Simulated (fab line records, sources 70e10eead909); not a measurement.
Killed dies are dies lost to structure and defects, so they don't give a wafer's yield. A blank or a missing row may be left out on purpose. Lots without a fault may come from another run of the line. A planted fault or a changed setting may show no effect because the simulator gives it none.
Which tool did it? | flow nand_harc | 13 lots, 39 wafers sampled, at 5 steps of a route of 1159

WHAT THE GAUGES READ, wafer by wafer
NHARC_END_SORT_01. Usual: killed_at_array 28, standard deviation 8.9; killed_at_other 0.8, standard deviation 1.2; killed_at_periphery 3.3, standard deviation 2.3; killed_dies 32, standard deviation 9.4; killed_open 3.2, standard deviation 1.8; killed_short 1.9, standard deviation 1.4.
lot  | measured     | on        | killed_at_array | killed_at_other | killed_at_periphery | killed_dies | killed_open | killed_short | flag
L706 | day 20 21:05 | prober-01 | 20 16 20        | 0 1 0           | 1 2 2               | 21 19 22    | 1 1 2       | 1 2 2        |
L707 | day 21 23:24 | prober-02 | 31              | 0               | 4                   | 35          | 4           | 0            |
L709 | day 22 07:14 | prober-02 | 28 33 37        | 0 0 0           | 7 4 4               | 35 37 41    | 5 6 3       | 3 1 4        |
L710 | day 21 14:48 | prober-01 | 25 14           | 3 0             | 1 1                 | 29 15       | 1 3         | 3 1          |
L715 | day 22 13:32 | prober-01 | 116 24 33       | 0 2 1           | 1 4 2               | 117 30 36   | 3 5 4       | 3 2 5        | OFF
L720 | day 23 23:56 | prober-01 | 30 15 14        | 0 1 0           | 5 5 0               | 35 21 14    | 4 3 2       | 2 2 2        |

WHICH TOOL RAN EACH LOT (tool, then ch and the chambers of the sampled wafers, then the start)
lot  | NHARC_A_STAIRCASE_TRIM_226         | NHARC_THIN_TSV_ETCHBACK_48         | NHARC_THIN_TSV_PRE_CLEAN_50             | NHARC_THIN_TSV_PRE_CLEAN_54
L701 | rie_diel-10 ch 0,3, day 10 14:43   | rie_diel-02 ch 1,2, day 18 21:08   | pvd_sputter-01, day 18 23:57 or earlier | pvd_sputter-02, day 18 23:57
L704 | rie_diel-05 ch 2,3, day 11 13:05   | rie_diel-02 ch 0,1,2, day 19 00:44 | pvd_sputter-02, day 19 03:32 or earlier | pvd_sputter-03, day 19 03:32
L702 | rie_diel-05 ch 0,2,3, day 11 13:23 | rie_diel-11 ch 1,2,3, day 18 23:34 | pvd_sputter-01, day 19 02:22 or earlier | pvd_sputter-03, day 19 02:22
L705 | rie_diel-10 ch 2,3, day 12 07:11   | rie_diel-09 ch 0,1, day 19 20:50   | pvd_sputter-02, day 19 23:26 or earlier | pvd_sputter-01, day 19 23:26
L706 | rie_diel-05 ch 0,2, day 12 07:37   | rie_diel-02 ch 0,1, day 20 08:31   | pvd_sputter-01, day 20 11:04 or earlier | pvd_sputter-02, day 20 11:04
L707 | rie_diel-05 ch 0,1,2, day 13 00:39 | rie_diel-11 ch 0,1,3, day 21 04:12 | pvd_sputter-01, day 21 06:48 or earlier | pvd_sputter-01, day 21 06:48
L709 | rie_diel-10 ch 1,2,3, day 13 06:41 | rie_diel-02 ch 1,2,3, day 21 07:38 | pvd_sputter-01, day 21 11:25 or earlier | pvd_sputter-02, day 21 11:25
L710 | rie_diel-05 ch 0,1, day 13 09:32   | rie_diel-09 ch 1,3, day 21 03:14   | pvd_sputter-03, day 21 05:59 or earlier | pvd_sputter-02, day 21 05:59
L715 | rie_diel-05 ch 0,1,2, day 14 13:21 | rie_diel-09 ch 0,1,2, day 21 23:44 | pvd_sputter-02, day 22 02:38 or earlier | pvd_sputter-02, day 22 02:38
L717 | rie_diel-10 ch 1,3, day 15 02:39   | rie_diel-09 ch 0,2,3, day 22 12:08 | pvd_sputter-02, day 22 15:43 or earlier | pvd_sputter-02, day 22 15:43
L720 | rie_diel-10 ch 2,3, day 15 10:40   | rie_diel-02 ch 0,1, day 23 10:41   | pvd_sputter-01, day 23 13:17 or earlier | pvd_sputter-02, day 23 13:17
L718 | rie_diel-01 ch 0,1,3, day 15 11:30 | rie_diel-09 ch 0,2,3, day 23 15:03 | pvd_sputter-02, day 23 18:30 or earlier | pvd_sputter-02, day 23 18:30
L722 | rie_diel-10 ch 1,2, day 16 04:47   | rie_diel-02 ch 1,2, day 24 00:22   | pvd_sputter-02, day 24 02:57 or earlier | pvd_sputter-01, day 24 02:57
- NHARC_A_STAIRCASE_TRIM_226: chemistry O2, time 211.2 s.
- NHARC_THIN_TSV_ETCHBACK_48: etches the open film in C4F8/Ar, target depth 1028.5 nm, time 405.17 s.
- NHARC_THIN_TSV_PRE_CLEAN_50: time 30 s.
- NHARC_THIN_TSV_PRE_CLEAN_54: time 30 s.

WHAT THE TOOLS THEMSELVES READ (means of the sampled wafers that have a number; where no wafer has one, the mark that the record gives instead)
NHARC_A_STAIRCASE_TRIM_226. Usual: drypump_motor_current_A 5.6 A, standard deviation 0.41; mfc_ar_sccm 0.020 sccm, standard deviation 0.014; oes_product_au 1.001 a.u., standard deviation 0.0072; rf_vpp_V 57.8 V, standard deviation 0.8; showerhead_plenum_p_Torr 3.54 Torr, standard deviation 0.17; throttle_valve_pct 17.037 %, standard deviation 0.009.
lot  | tool        | drypump_motor_current_A (A) | mfc_ar_sccm (sccm) | oes_product_au (a.u.) | rf_vpp_V (V) | showerhead_plenum_p_Torr (Torr) | throttle_valve_pct (%) | flag
L701 | rie_diel-10 | 5.2                         | 0.025              | 0.995                 | 57.3         | 3.46                            | 17.037                 |
L704 | rie_diel-05 | 5.1                         | 0.012              | 0.997                 | 57.5         | 3.49                            | 17.033                 |
L702 | rie_diel-05 | 5.5                         | 0.017              | 1.010                 | 58.5         | 3.43                            | 17.031                 |
L705 | rie_diel-10 | 5.6                         | 0.038              | 1.008                 | 58.6         | 3.68                            | 17.038                 |
L706 | rie_diel-05 | 5.6                         | 0.018              | 1.003                 | 57.8         | 3.47                            | 17.027                 |
L707 | rie_diel-05 | 5.8                         | 0.013              | 1.002                 | 57.9         | 3.45                            | 17.035                 |
L709 | rie_diel-10 | 5.6                         | 0.032              | 0.999                 | 57.8         | 3.71                            | 17.035                 |
L710 | rie_diel-05 | 6.1                         | 0.009              | 1.001                 | 58.1         | 3.42                            | 17.033                 |
L715 | rie_diel-05 | 5.8                         | 0.013              | 0.996                 | 56.5         | 3.44                            | 17.037                 |
L717 | rie_diel-10 | 5.3                         | 0.029              | 0.994                 | 58.5         | 3.69                            | 17.040                 |
L720 | rie_diel-10 | 5.6                         | 0.038              | 1.003                 | 57.7         | 3.66                            | 17.023                 |
L718 | rie_diel-01 | 5.5                         | 0.024              | 1.003                 | 57.9         | 3.61                            | 17.036                 |
L722 | rie_diel-10 | 5.6                         | 0.026              | 1.002                 | 58.0         | 3.74                            | 17.041                 |

NHARC_THIN_TSV_ETCHBACK_48. Usual: oes_product_au 0.946 a.u., standard deviation 0.03; rf_vpp_V 548 V, standard deviation 3.2.
lot  | tool        | oes_product_au (a.u.) | rf_vpp_V (V) | flag
L701 | rie_diel-02 | 0.919                 | 549          |
L704 | rie_diel-02 | 0.916                 | 550          |
L702 | rie_diel-11 | 0.998                 | 549          |
L705 | rie_diel-09 | 1.002                 | 545          |
L706 | rie_diel-02 | 0.967                 | 551          |
L707 | rie_diel-11 | 0.926                 | 548          |
L709 | rie_diel-02 | 0.928                 | 548          |
L710 | rie_diel-09 | 0.932                 | 550          |
L715 | rie_diel-09 | 0.927                 | 547          |
L717 | rie_diel-09 | 0.926                 | 546          |
L720 | rie_diel-02 | 0.936                 | 548          |
L718 | rie_diel-09 | 0.944                 | 546          |
L722 | rie_diel-02 | 0.934                 | 549          |

NHARC_THIN_TSV_PRE_CLEAN_50. Usual: heater_power_w 386 W, standard deviation 33.
lot  | tool           | heater_power_w (W) | flag
L701 | pvd_sputter-01 | 346                |
L704 | pvd_sputter-02 | 357                |
L702 | pvd_sputter-01 | 372                |
L705 | pvd_sputter-02 | 360                |
L706 | pvd_sputter-01 | 349                |
L707 | pvd_sputter-01 | 383                |
L709 | pvd_sputter-01 | 369                |
L710 | pvd_sputter-03 | 407                |
L715 | pvd_sputter-02 | 361                |
L717 | pvd_sputter-02 | 374                |
L720 | pvd_sputter-01 | 370                |
L718 | pvd_sputter-02 | 390                |
L722 | pvd_sputter-02 | 364                |

NHARC_THIN_TSV_PRE_CLEAN_54. Usual: heater_power_w 389 W, standard deviation 34.
lot  | tool           | heater_power_w (W) | flag
L701 | pvd_sputter-02 | 364                |
L704 | pvd_sputter-03 | 421                |
L702 | pvd_sputter-03 | 410                |
L705 | pvd_sputter-01 | 368                |
L706 | pvd_sputter-02 | 398                |
L707 | pvd_sputter-01 | 363                |
L709 | pvd_sputter-02 | 361                |
L710 | pvd_sputter-02 | 376                |
L715 | pvd_sputter-02 | 355                |
L717 | pvd_sputter-02 | 374                |
L720 | pvd_sputter-02 | 397                |
L718 | pvd_sputter-02 | 373                |
L722 | pvd_sputter-01 | 413                |

THE ANSWER, worked out from the rows above alone
Rule: a lot is off if the mean of its wafers that have a number lies more than 3 standard deviations from the usual mean. A lot without any number at a reading at which 4 lots or more have one is off too. The other lots that the step has rows for count as sound. The gauges are gone through in route order, then the tools' own readings, and for those a lot's mean is taken as printed above. The first step at which some lot is off is used, and at that step the reading that is off furthest; a lot without a number counts as furthest.
Off: L715, at NHARC_END_SORT_01 (killed_at_array). Neither off nor sound, because the step has no rows for them: L701, L704, L702, L705, L717, L718, L722.
A tool fits if, at a process step before that reading, it ran every lot that is off, and no sound lot after the first of them. The gauges at NHARC_END_SORT_01 are tried like those tools. NHARC_THIN_TSV_PRE_CLEAN_50 gives no start for some lots, so the hours and the order of its lots are those of NHARC_THIN_TSV_PRE_CLEAN_54. Can't be told from this: 3 tools fit, rie_diel-05 at NHARC_A_STAIRCASE_TRIM_226, rie_diel-09 at NHARC_THIN_TSV_ETCHBACK_48, pvd_sputter-02 at NHARC_THIN_TSV_PRE_CLEAN_50.

WHAT THE SIMULATOR HAD PUT IN
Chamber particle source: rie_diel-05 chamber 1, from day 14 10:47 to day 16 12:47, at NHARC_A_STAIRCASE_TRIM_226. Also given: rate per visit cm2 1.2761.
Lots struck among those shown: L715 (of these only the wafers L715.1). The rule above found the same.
